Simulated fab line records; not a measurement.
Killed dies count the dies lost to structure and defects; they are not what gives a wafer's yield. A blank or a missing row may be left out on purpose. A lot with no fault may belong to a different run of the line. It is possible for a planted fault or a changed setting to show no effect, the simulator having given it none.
fab line records    flow n5-finfet
[record] lots = 7  wafers = 21
route steps=1938 shown HKMG_FIN@395 MOL_CONTACT_COAG@520 BEOL_M0_SAQP@638
start-h: hours from the record's opening day to when the first of the lot's shown wafers began    wait-h: time in hours since the lot's previous step    " unchanged from the row above    L1.1+2: a row that stands for several wafers    - no value, or no start was given    * or withheld: withheld    < > ~ a bound
route shown NAME@n: a module of which the file shows steps, and the number in the route of the first    usual: the fault-free wafers' mean and standard deviation    same: alike in all rows    chamber/n: place in a boat    sites: readings site by site    _std_site: the values' standard deviation    _edge_site: outer sites' mean less inner sites'    radius-mm: for every site, how far away it sits from the centre of the wafer    mask NAME#n: copy n    behind: tool/chamber where the wafer was last shaped    hold: what put the lot on hold/how long, in hours/how the hold closed    device: the transistor (n, p or np) that didn't switch    end of line: tests of these same wafers at the route's end    a step without rows: its recipe alone    killed: not the wafer's yield, but the dies lost to structure and defects at the first sort    map: a wafer's dies, x killed, . not, _ none there
set.NAME: the setting as run; set.NAME@STEP: as run at that earlier step    model.NAME: the simulator's own value behind a step, which no gauge read
one table per step and one row per wafer, for lots whose settings were changed on purpose
[[steps]]
[step N5_HKMG_FIN_EXPOSE_46]
[recipe] mask-id = NDIPOLE  na = 1.35  source-shape = conventional  sigma-outer = 0.8  polarization = unpolarized  dose-mj = 40
lot.wafer   tool             chamber  start-h  wait-h  mask       set.dose-mj
L076.2+3    arfi-scanner-02  0        81.77    -       NDIPOLE#0  40
L076.4      "                0        "        "       NDIPOLE#0  41.27
L078.1      arfi-scanner-03  0        95.03    -       NDIPOLE#0  40
L078.4+6    "                0        "        "       NDIPOLE#0  42.99
L079.1+4    arfi-scanner-02  0        103.17   -       NDIPOLE#0  40.89
L079.2      "                0        "        "       NDIPOLE#0  40
L084.1+6    arfi-scanner-03  0        133.35   -       NDIPOLE#0  40.89
L084.3      "                0        "        "       NDIPOLE#0  40
L087.1+4    arfi-scanner-03  0        150.13   -       NDIPOLE#0  37.32
L087.5      "                0        "        "       NDIPOLE#0  40
L088.1+5+6  arfi-scanner-02  0        156.18   -       NDIPOLE#0  40
L090.3+5    arfi-scanner-01  0        165.25   -       NDIPOLE#0  42.87
L090.6      "                0        "        "       NDIPOLE#0  40
[step N5_HKMG_FIN_PEB_47]
[recipe] peb-temp-c = withheld  peb-time-s = 60  resist = CAR-ArF
[step N5_HKMG_FIN_DEVELOP_48]
[recipe] develop-time-s = 30  developer = TMAH  resist = CAR-ArF  rinse-liquid = diw  dry = air-spin  dev-temp-c = 23
[step N5_HKMG_FIN_CD_MEAS_49]
[recipe] target-cd-nm = 202  landing-energy-ev = 500  detector = se-inlens  polarity = opening
[usual] cd-nm = 202.4/0.5
lot.wafer  tool       chamber  start-h  wait-h  set.dose-mj@HKMG_FIN_EXPOSE_46  cd-nm
L076.2     cd-sem-03  0        81.89    -       40                              203.2
L076.3     "          0        "        "       40                              203.5
L076.4     "          0        "        "       41.27                           204.9
L078.1     cd-sem-03  0        95.16    -       40                              203.1
L078.4     "          0        "        "       42.99                           206.5
L078.6     "          0        "        "       42.99                           207.6
L079.1     cd-sem-01  0        103.29   -       40.89                           204.4
L079.2     "          0        "        "       40                              202.8
L079.4     "          0        "        "       40.89                           204.7
L084.1     cd-sem-03  0        133.47   -       40.89                           203.2
L084.3     "          0        "        "       40                              201.8
L084.6     "          0        "        "       40.89                           204.0
L087.1     cd-sem-03  0        150.26   -       37.32                           197.7
L087.4     "          0        "        "       37.32                           197.9
L087.5     "          0        "        "       40                              201.5
L088.1     cd-sem-03  0        156.30   -       40                              201.8
L088.5     "          0        "        "       40                              202.4
L088.6     "          0        "        "       40                              202.0
L090.3     cd-sem-03  0        165.36   -       42.87                           206.7
L090.5     "          0        "        "       42.87                           206.1
L090.6     "          0        "        "       40                              202.0
[step N5_HKMG_FIN_ETCH_58]
[recipe] chemistry = N2/H2  target = SOC  target-depth-a = 2158  ion-energy-ev = 50  bias-w = 13  time-s = 741  pressure-mtorr = 30  source-w = 875  n2-flow-sccm = 200  h2-flow-sccm = 200
[usual] rf-vpp-V = 98.9/0.98
lot.wafer  tool         chamber  start-h  wait-h  set.source-w  rf-vpp-V  model.SOC_of_HKMG_FIN_COAT_41.thk-nm  model.etch.depth-nm  model.HKMG_FIN.feature-depth-nm
L076.2     rie-diel-03  3        82.28    0.0     875           99.1      84.6                                  214.1                214.2
L076.3     "            2        "        "       875           98.9      84.6                                  214.8                214.8
L076.4     "            2        "        "       997.7         92.0      58.8                                  240.2                240.2
L078.1     rie-diel-03  3        95.55    0.0     779.4         104.7     107.4                                 193.1                193.2
L078.4     "            2        "        "       779.4         103.4     107.2                                 195.4                195.4
L078.6     "            0        "        "       875           97.5      81.4                                  219.3                219.4
L079.1     rie-diel-03  2        104.02   0.0     875           98.2      86.6                                  213.9                213.8
L079.2     "            3        "        "       725.1         104.3     117.6                                 182.3                182.2
L079.4     "            1        "        "       875           98.3      84.4                                  216.4                216.4
L084.1     rie-diel-03  3        134.04   0.0     758.2         104.7     112.4                                 188.7                188.8
L084.3     "            2        "        "       875           97.8      84.8                                  215.2                215.2
L084.6     "            3        "        "       875           100.0     85.6                                  215.1                215
L087.1     rie-diel-02  2        150.81   0.0     875           99.2      82.8                                  217.8                217.8
L087.4     "            0        "        "       875           98.3      89                                    211.7                211.8
L087.5     "            0        "        "       985.5         94.6      64.8                                  235.7                235.8
L088.1     rie-diel-02  3        156.92   0.0     875           98.6      77.4                                  222.3                222.4
L088.5     "            0        "        "       875           98.8      86.2                                  214.3                214.4
L088.6     "            3        "        "       875           100.3     79.6                                  220.6                220.6
L090.3     rie-diel-04  0        165.78   0.0     875           99.8      86.8                                  212.9                213
L090.5     "            1        "        "       875           100.1     84.6                                  215.5                215.6
L090.6     "            0        "        "       875           99.3      88                                    212.3                212.4
[step N5_HKMG_FIN_COAT_29]
[recipe] resist = SOC  temp-c = 250  time-s = 60  spin-rpm = 1500  resist-thk-nm = 300
lot.wafer  tool            chamber  start-h  wait-h  set.spin-rpm  model.SOC_of_HKMG_FIN_COAT_29.thk-nm
L076.2     litho-track-04  0        85.08    0.2     1399          311
L076.3     "               0        "        "       1500          299.6
L076.4     "               0        "        "       1500          299.8
L078.1     litho-track-02  0        98.17    0.2     1500          300.4
L078.4     "               0        "        "       1561          293.8
L078.6     "               0        "        "       1500          299.8
L079.1     litho-track-02  0        106.75   0.2     1500          298.8
L079.2     "               0        "        "       1631          286.8
L079.4     "               0        "        "       1500          299.4
L084.1     litho-track-04  0        136.67   0.2     1390          311.2
L084.3     "               0        "        "       1390          310.4
L084.6     "               0        "        "       1500          299.4
L087.1     litho-track-02  0        153.46   0.2     1500          301
L087.4     "               0        "        "       1500          300.6
L087.5     "               0        "        "       1500          300.8
L088.1+5   litho-track-02  0        159.56   0.2     1500          300.4
L088.6     "               0        "        "       1500          302.2
L090.3     litho-track-02  0        168.53   0.2     1500          300.2
L090.5     "               0        "        "       1500          299.4
L090.6     "               0        "        "       1500          300.6
[step N5_MOL_CONTACT_COAG_COAT_02]
[recipe] resist = CAR-EUV  spin-rpm = 1500  resist-thk-nm = 30
lot.wafer   tool            chamber  start-h  wait-h  set.spin-rpm  model.CAR-EUV_of_MOL_CONTACT_COAG_COAT_02.thk-nm
L076.2+4    litho-track-01  0        -        -       1500          29.8
L076.3      "               0        "        "       1500          30
L078.1      litho-track-02  0        -        -       1404          31.2
L078.4      "               0        "        "       1404          31
L078.6      "               0        "        "       1500          30
L079.1      litho-track-01  0        -        -       1500          30
L079.2      "               0        "        "       1394          31.2
L079.4      "               0        "        "       1394          31
L084.1      litho-track-02  0        -        -       1500          30.2
L084.3+6    "               0        "        "       1500          30
L087.1      litho-track-01  0        -        -       1500          30
L087.4+5    "               0        "        "       1416          30.8
L088.1+5+6  litho-track-02  0        -        -       1500          30
L090.3      litho-track-03  0        -        -       1624          28.8
L090.5      "               0        "        "       1500          30
L090.6      "               0        "        "       1500          29.8
[step N5_MOL_CONTACT_COAG_EBR_04]
[recipe] solvent = PGMEA  ebr-width-mm = 1.5
[step N5_MOL_CONTACT_COAG_SOFTBAKE_03]
[recipe] temp-c = 110  time-s = 60  resist = CAR-EUV
[step N5_MOL_CONTACT_COAG_DESCUM_13]
[recipe] chemistry = O2  time-s = 7  source-power-w = 50  bias-power-w = 20  pressure-mtorr = 20  rf-frequency-hz = 2.712e+07  temp-c = 40  resist = CAR-EUV  o2-flow-sccm = 225
lot.wafer   tool         chamber  start-h  wait-h  set.spin-rpm@MOL_CONTACT_COAG_COAT_02  model.CAR-EUV_of_MOL_CONTACT_COAG_COAT_02.thk-nm
L076.2+3+4  rie-diel-04  2,3,0    97.86    0.0     1500                                   26
L078.1      rie-diel-03  0        111.43   0.1     1404                                   27.2
L078.4      "            3        "        "       1404                                   27
L078.6      "            1        "        "       1500                                   26
L079.1      rie-diel-02  0        121.07   1.0     1500                                   26
L079.2      "            2        "        "       1394                                   27.2
L079.4      "            1        "        "       1394                                   27
L084.1+3+6  rie-diel-03  0,2,1    150.08   0.0     1500                                   26.2
L087.1      rie-diel-02  2        166.76   0.2     1500                                   26
L087.4+5    "            0,2      "        "       1416                                   26.8
L088.1+5+6  rie-diel-03  3,2,3    172.12   0.1     1500                                   26
L090.3      rie-diel-04  3        182.47   0.0     1624                                   25
L090.5+6    "            2,1      "        "       1500                                   26
[step N5_MOL_CONTACT_COAG_ETCH_59]
[recipe] chemistry = N2/H2  target = underlayer  target-depth-a = 130  mask-material = CAR-EUV  time-s = 10.4  ion-energy-ev = 200  pressure-mtorr = 30  source-w = 840  bias-w = 150  n2-flow-sccm = 200  h2-flow-sccm = 200  ends = cleared
lot.wafer   tool         chamber  start-h  wait-h  set.spin-rpm@MOL_CONTACT_COAG_COAT_02  model.CAR-EUV_of_MOL_CONTACT_COAG_COAT_02.thk-nm
L076.2+3+4  rie-diel-04  2,3,0    97.89    0.0     1500                                   14.6
L078.1      rie-diel-03  0        111.46   0.0     1404                                   16
L078.4      "            3        "        "       1404                                   15.4
L078.6      "            1        "        "       1500                                   14.6
L079.1      rie-diel-02  0        121.10   0.0     1500                                   14.6
L079.2      "            2        "        "       1394                                   15.8
L079.4      "            1        "        "       1394                                   15.6
L084.1      rie-diel-03  0        150.11   0.0     1500                                   15
L084.3+6    "            2,1      "        "       1500                                   14.8
L087.1      rie-diel-02  2        166.80   0.0     1500                                   14.6
L087.4      "            0        "        "       1416                                   15.6
L087.5      "            2        "        "       1416                                   15.4
L088.1+5    rie-diel-03  3,2      172.15   0.0     1500                                   14.6
L088.6      "            3        "        "       1500                                   14.4
L090.3      rie-diel-04  3        182.50   0.0     1624                                   13.4
L090.5+6    "            2,1      "        "       1500                                   14.6
[step N5_BEOL_M0_SAQP_PECVD_04]
[recipe] material = a-Si  target-thk-a = 600  temp-c = 350  precursor = SiH4/He  pressure-torr = 3  rf-w = 100  time-s = 60.2
lot.wafer  tool      chamber  start-h  wait-h  set.time-s  model.a-Si_of_BEOL_M0_SAQP_PECVD_04.thk-nm
L076.2     pecvd-03  1        120.26   0.0     60.2        60
L076.3     "         0        "        "       65.95       65.6
L076.4     "         1        "        "       60.2        60.4
L078.1     pecvd-04  2        130.67   0.0     60.2        58.8
L078.4     "         2        "        "       66.19       66.6
L078.6     "         0        "        "       66.19       66.8
L079.1     pecvd-04  0        137.90   0.0     57.39       57
L079.2     "         2        "        "       57.39       56.2
L079.4     "         0        "        "       60.2        61.2
L084.1     pecvd-03  1        169.71   0.0     60.2        60.6
L084.3     "         0        "        "       60.2        59.4
L084.6     "         2        "        "       60.2        59.2
L087.1     pecvd-03  0        186.50   0.0     68.11       67.4
L087.4     "         0        "        "       60.2        60.4
L087.5     "         2        "        "       68.11       67.2
L088.1     pecvd-03  0        191.77   0.0     60.2        59.2
L088.5     "         0        "        "       60.2        60.6
L088.6     "         1        "        "       60.2        61
L090.3     pecvd-04  1        205.15   0.0     60.2        60.6
L090.5     "         2        "        "       60.2        61
L090.6     "         1        "        "       64.6        66.6
[step N5_BEOL_M0_SAQP_THK_MEAS_05]
[usual] thk-nm = 59.9/0.72
lot.wafer  tool           chamber  start-h  wait-h  set.time-s@BEOL_M0_SAQP_PECVD_04  thk-nm
L076.2     film-metro-01  -        120.36   0.1     60.2                              59.9
L076.3     "              -        "        "       65.95                             65.6
L076.4     "              -        "        "       60.2                              60.5
L078.1     film-metro-01  -        130.76   0.1     60.2                              58.9
L078.4     "              -        "        "       66.19                             66.6
L078.6     "              -        "        "       66.19                             66.7
L079.1     film-metro-01  -        137.99   0.1     57.39                             57.0
L079.2     "              -        "        "       57.39                             56.3
L079.4     "              -        "        "       60.2                              61.1
L084.1     film-metro-01  -        169.80   0.1     60.2                              60.6
L084.3     "              -        "        "       60.2                              59.4
L084.6     "              -        "        "       60.2                              59.3
L087.1     film-metro-02  -        186.59   0.1     68.11                             67.4
L087.4     "              -        "        "       60.2                              60.5
L087.5     "              -        "        "       68.11                             67.2
L088.1     film-metro-01  -        191.87   0.1     60.2                              59.1
L088.5     "              -        "        "       60.2                              60.5
L088.6     "              -        "        "       60.2                              61.1
L090.3     film-metro-02  -        205.24   0.1     60.2                              60.6
L090.5     "              -        "        "       60.2                              61.1
L090.6     "              -        "        "       64.6                              66.5
[step N5_BEOL_M0_SAQP_EXPOSE_11]
[recipe] mask-id = M0_CORE  na = 1.35  source-shape = dipole  sigma-inner = 0.538  sigma-outer = 0.738  polarization = te  target-cd-nm = 42  dose-mj = 55
lot.wafer   tool             chamber  start-h  wait-h  mask       set.dose-mj
L076.2+3+4  arfi-scanner-03  0        120.74   -       M0_CORE#0  55
L078.1+4+6  arfi-scanner-03  0        131.12   -       M0_CORE#0  55
L079.1+2+4  arfi-scanner-03  0        138.22   -       M0_CORE#0  55
L084.1      arfi-scanner-02  0        170.03   -       M0_CORE#0  55
L084.3+6    "                0        "        "       M0_CORE#0  58.74
L087.1+4    arfi-scanner-03  0        186.82   -       M0_CORE#0  51.84
L087.5      "                0        "        "       M0_CORE#0  55
L088.1+5+6  arfi-scanner-03  0        192.10   -       M0_CORE#0  55
L090.3+6    arfi-scanner-01  0        205.49   -       M0_CORE#0  55
L090.5      "                0        "        "       M0_CORE#0  53.05
[step N5_BEOL_M0_SAQP_PEB_12]
[recipe] peb-temp-c = withheld  peb-time-s = 60  resist = CAR-ArF
[step N5_BEOL_M0_SAQP_DEVELOP_13]
[recipe] develop-time-s = 30  developer = TMAH  resist = CAR-ArF  dev-temp-c = 23  rinse-liquid = diw  dry = air-spin
[step N5_BEOL_M0_SAQP_HM_OPEN_112]
[recipe] chemistry = CHF3/O2  target = SiO2  stop-on = a-Si  target-depth-a = 120  over-etch-frac = 1.25  mask-material = SOC  time-s = 13.5  pressure-mtorr = 30  source-w = 650  bias-w = 170  Ar_flow_sccm = 200  CHF3_flow_sccm = 50  O2_flow_sccm = 5  ion-energy-ev = 200  ends = end-point
[step N5_BEOL_M0_SAQP_STRIP_113]
[recipe] chemistry = CHF3/O2  resist = SiARC  rf-frequency-hz = 6e+07
[step N5_BEOL_M0_SAQP_MANDREL_ETCH_20]
[recipe] target-depth-a = 600  chemistry = HBr/Cl2  target = a-Si  stop-on = SiNx  bt-time-s = 10  mask-material = SOC  over-etch-frac = 0.5  time-s = 30  pressure-mtorr = 10  icp-w = 800  bias-w = 75  HBr_flow_sccm = 150  Cl2_flow_sccm = 80  ends = end-point
[usual] oes-product-au = 0.778/0.013
lot.wafer  tool       chamber  start-h  wait-h  set.time-s@BEOL_M0_SAQP_PECVD_04  oes-product-au  model.etch.depth-nm
L076.2     rie-si-06  1        121.49   0.0     60.2                              0.784           59.89
L076.3     "          0        "        "       65.95                             0.843           65.58
L076.4     "          0        "        "       60.2                              0.812           60.48
L078.1     rie-si-01  3        131.81   0.0     60.2                              0.775           58.84
L078.4     "          3        "        "       66.19                             0.822           66.53
L078.6     "          2        "        "       66.19                             0.845           66.74
L079.1     rie-si-01  3        138.74   0.0     57.39                             0.760           56.97
L079.2     "          2        "        "       57.39                             0.765           56.27
L079.4     "          2        "        "       60.2                              0.805           61.11
L084.1     rie-si-06  3        170.52   0.0     60.2                              0.795           60.54
L084.3     "          0        "        "       60.2                              0.799           59.41
L084.6     "          0        "        "       60.2                              0.787           59.21
L087.1     rie-si-05  3        187.31   0.0     68.11                             0.825           67.37
L087.4     "          0        "        "       60.2                              0.780           60.43
L087.5     "          1        "        "       68.11                             0.824           67.12
L088.1     rie-si-05  1        192.63   0.0     60.2                              0.772           59.12
L088.5     "          0        "        "       60.2                              0.769           60.49
L088.6     "          3        "        "       60.2                              0.778           61.04
L090.3     rie-si-05  0        206.24   0.0     60.2                              0.771           60.61
L090.5     "          1        "        "       60.2                              0.780           61.05
L090.6     "          0        "        "       64.6                              0.815           66.57
[step N5_BEOL_M0_SAQP_ETCH_106]
[recipe] chemistry = N2/H2  target = SOC  target-depth-a = 1500  stop-on = SiNx  ion-energy-ev = 100  bias-w = 61  pressure-mtorr = 30  source-w = 850  n2-flow-sccm = 200  h2-flow-sccm = 200
lot.wafer  tool         chamber  start-h  wait-h  set.target-depth-a  model.SOC_of_BEOL_M0_SAQP_COAT_105.thk-nm
L076.2     rie-diel-01  0        123.49   -       1637                20.2
L076.3     "            2        "        "       1500                23.6
L076.4     "            1        "        "       1500                24.2
L078.1+4   rie-diel-06  0        134.01   -       1500                27.2
L078.6     "            3        "        "       1647                14.6
L079.1     rie-diel-06  0        140.90   -       1500                26.4
L079.2     "            2        "        "       1419                28.8
L079.4     "            2        "        "       1500                24.8
L084.1     rie-diel-06  1        172.62   -       1614                20.4
L084.3     "            0        "        "       1500                28.4
L084.6     "            2        "        "       1500                26.2
L087.1     rie-diel-06  0        189.39   -       1617                21
L087.4     "            3        "        "       1617                16.4
L087.5     "            0        "        "       1500                27.4
L088.1     rie-diel-01  3        194.64   -       1500                23.2
L088.5     "            1        "        "       1500                24.8
L088.6     "            2        "        "       1500                23.8
L090.3     rie-diel-06  1        208.85   -       1500                26.8
L090.5     "            1        "        "       1325                34.4
L090.6     "            0        "        "       1325                36.6
[[key]]
[split] step = N5_HKMG_FIN_EXPOSE_46  setting = dose-mj  stated = 40  by = wafer
[response] step = N5_HKMG_FIN_CD_MEAS_49  reading = cd-nm  change = +0.57  per = 1%  r = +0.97
[split] step = N5_HKMG_FIN_ETCH_58  setting = source-w  stated = 875  by = wafer
[response] step = N5_HKMG_FIN_ETCH_58  reading = rf-vpp-V  change = -0.428  per = 1%  r = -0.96
[response] step = N5_HKMG_FIN_ETCH_58  reading = model.SOC_of_HKMG_FIN_COAT_41.thk-nm  change = -1.93  per = 1%  r = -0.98
[response] step = N5_HKMG_FIN_ETCH_58  reading = model.etch.depth-nm  change = +1.92  per = 1%  r = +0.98
[response] step = N5_HKMG_FIN_ETCH_58  reading = model.HKMG_FIN.feature-depth-nm  change = +1.92  per = 1%  r = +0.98
[split] step = N5_HKMG_FIN_COAT_29  setting = spin-rpm  stated = 1500  by = wafer
[response] step = N5_HKMG_FIN_COAT_29  reading = model.SOC_of_HKMG_FIN_COAT_29.thk-nm  change = -1.53  per = 1%  r = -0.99
[split] step = N5_MOL_CONTACT_COAG_COAT_02  setting = spin-rpm  stated = 1500  by = wafer
[response] step = N5_MOL_CONTACT_COAG_COAT_02  reading = model.CAR-EUV_of_MOL_CONTACT_COAG_COAT_02.thk-nm  change = -0.149  per = 1%  r = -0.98
[response] step = N5_MOL_CONTACT_COAG_DESCUM_13  reading = model.CAR-EUV_of_MOL_CONTACT_COAG_COAT_02.thk-nm  change = -0.145  per = 1%  r = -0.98
[response] step = N5_MOL_CONTACT_COAG_ETCH_59  reading = model.CAR-EUV_of_MOL_CONTACT_COAG_COAT_02.thk-nm  change = -0.156  per = 1%  r = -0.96
[split] step = N5_BEOL_M0_SAQP_PECVD_04  setting = time-s  stated = 60.2  by = wafer
[response] step = N5_BEOL_M0_SAQP_PECVD_04  reading = model.a-Si_of_BEOL_M0_SAQP_PECVD_04.thk-nm  change = +0.65  per = 1%  r = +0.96
[response] step = N5_BEOL_M0_SAQP_THK_MEAS_05  reading = thk-nm  change = *  per = 1%  r = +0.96
[response] step = N5_BEOL_M0_SAQP_MANDREL_ETCH_20  reading = oes-product-au  change = +0.00477  per = 1%  r = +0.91
[response] step = N5_BEOL_M0_SAQP_MANDREL_ETCH_20  reading = model.etch.depth-nm  change = +0.643  per = 1%  r = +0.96
[split] step = N5_BEOL_M0_SAQP_EXPOSE_11  setting = dose-mj  stated = 55  by = wafer
response none clear
[split] step = N5_BEOL_M0_SAQP_ETCH_106  setting = target-depth-a  stated = 1500  by = wafer
[response] step = N5_BEOL_M0_SAQP_ETCH_106  reading = model.SOC_of_BEOL_M0_SAQP_COAT_105.thk-nm  change = -0.855  per = 1%  r = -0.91
